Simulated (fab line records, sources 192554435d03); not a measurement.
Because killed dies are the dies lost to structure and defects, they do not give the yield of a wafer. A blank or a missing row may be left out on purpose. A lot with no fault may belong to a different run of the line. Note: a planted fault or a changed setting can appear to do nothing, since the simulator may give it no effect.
Lot-split experiment + flow n5_finfet + 7 lots, 21 wafers read, on a route of 1938 steps

## THE SPLIT ITSELF
At N5_MOL_CONTACT_COAG_EXPOSE_37 (exposes mask VD, defocus 0 nm), the setting dose_mj was moved away from the recipe's 62 on 8 of the 21 wafers read, by -7.0% to +6.5%. For the rest of the wafers, this setting stayed at what the recipe calls for.

## FROM THE SPLIT TO THE READING: what the file shows between them, 2 steps
- N5_MOL_CONTACT_COAG_PEB_38: peb time 60 s
- N5_MOL_CONTACT_COAG_DEVELOP_39: develop time 30 s

## THE READING
cd_nm at N5_MOL_CONTACT_COAG_CD_MEAS_40, given in nm (cd target 25.1 nm). Fault-free wafers of this fab line usually give 25.07 nm, standard deviation 0.25 nm.

| wafer  | tool, chamber at the split | dose_mj as run | against the recipe | cd_nm, nm | against lot-mates on the recipe |
|--------|----------------------------|----------------|--------------------|-----------|---------------------------------|
| L081.3 | euv_scanner-01, 0          | 62             | recipe             | 25.47     | -                               |
| L081.4 | euv_scanner-01, 0          | 62             | recipe             | 25.30     | -                               |
| L081.5 | euv_scanner-01, 0          | 62             | recipe             | 25.29     | -                               |
| L082.1 | euv_scanner-01, 0          | 62             | recipe             | 24.82     | -                               |
| L082.2 | euv_scanner-01, 0          | 64.45          | +4.0%              | 25.96     | +1.02                           |
| L082.5 | euv_scanner-01, 0          | 62             | recipe             | 25.05     | -                               |
| L087.3 | euv_scanner-02, 0          | 62             | recipe             | 25.14     | -                               |
| L087.4 | euv_scanner-02, 0          | 62             | recipe             | 25.14     | -                               |
| L087.5 | euv_scanner-02, 0          | 62             | recipe             | 24.94     | -                               |
| L089.2 | euv_scanner-01, 0          | 57.69          | -7.0%              | 23.56     | -1.64                           |
| L089.4 | euv_scanner-01, 0          | 62             | recipe             | 25.20     | -                               |
| L089.6 | euv_scanner-01, 0          | 57.69          | -7.0%              | 24.03     | -1.17                           |
| L091.2 | euv_scanner-02, 0          | 63.95          | +3.1%              | 25.24     | +0.24                           |
| L091.5 | euv_scanner-02, 0          | 63.95          | +3.1%              | 25.59     | +0.59                           |
| L091.6 | euv_scanner-02, 0          | 62             | recipe             | 25.00     | -                               |
| L093.1 | euv_scanner-02, 0          | 62             | recipe             | 24.98     | -                               |
| L093.3 | euv_scanner-02, 0          | 57.9           | -6.6%              | 23.35     | -1.59                           |
| L093.5 | euv_scanner-02, 0          | 62             | recipe             | 24.91     | -                               |
| L097.1 | euv_scanner-01, 0          | 62             | recipe             | 24.80     | -                               |
| L097.5 | euv_scanner-01, 0          | 66.03          | +6.5%              | 26.32     | +1.52                           |
| L097.6 | euv_scanner-01, 0          | 66.03          | +6.5%              | 26.12     | +1.32                           |

THE FIT
A straight line over all 21 wafers: cd_nm changes by +0.191 nm for each +1% of dose_mj; r = +0.95; the points scatter about the line by 0.23 nm.
The same after taking each lot's own level away (the mean of its wafers on the recipe; 21 wafers): +0.212 nm for each +1%; r = +0.98; scatter 0.16 nm.
On that fit, the largest move of dose_mj shifts the reading by 1.5 nm.
From 24.800 to 25.353 nm: that is the span of the lots' own levels, equal to 2.2 times the standard deviation above.
So the lot-to-lot level changes the slope little: the two slopes agree.
Check: with one of the wafers moved furthest among these (-7.0%) left out of the fit, the line predicts -1.44 nm for it against its lot-mates. It came out at -1.64 nm against them.

## OTHER SPLITS ON THESE WAFERS
Before the reading, these wafers also passed through other splits. Each is held against what the fit with the lots' levels taken away leaves over:
| other split on the same wafers        | wafers away from the commonest value | r with cd_nm (lot level and that fit taken away) |
|---------------------------------------|--------------------------------------|--------------------------------------------------|
| N5_SD_EPI_N_DEVELOP_08 develop_time_s | 5                                    | +0.04                                            |
| N5_SDB_COAT_05 spin_rpm               | 7                                    | +0.19                                            |
| N5_HKMG_FIN_CVD_62 temp_c             | 7                                    | +0.10                                            |
| N5_HKMG_FIN_COAT_85 spin_rpm          | 7                                    | +0.18                                            |
| N5_MOL_CONTACT_COAG_COAT_104 spin_rpm | 6                                    | -0.25                                            |
| N5_MOL_CONTACT_COAG_EXPOSE_05 dose_mj | 5                                    | +0.12                                            |

## FILE'S OWN FIT
cd_nm changes by +0.218 nm for each +1% of dose_mj, r = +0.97.
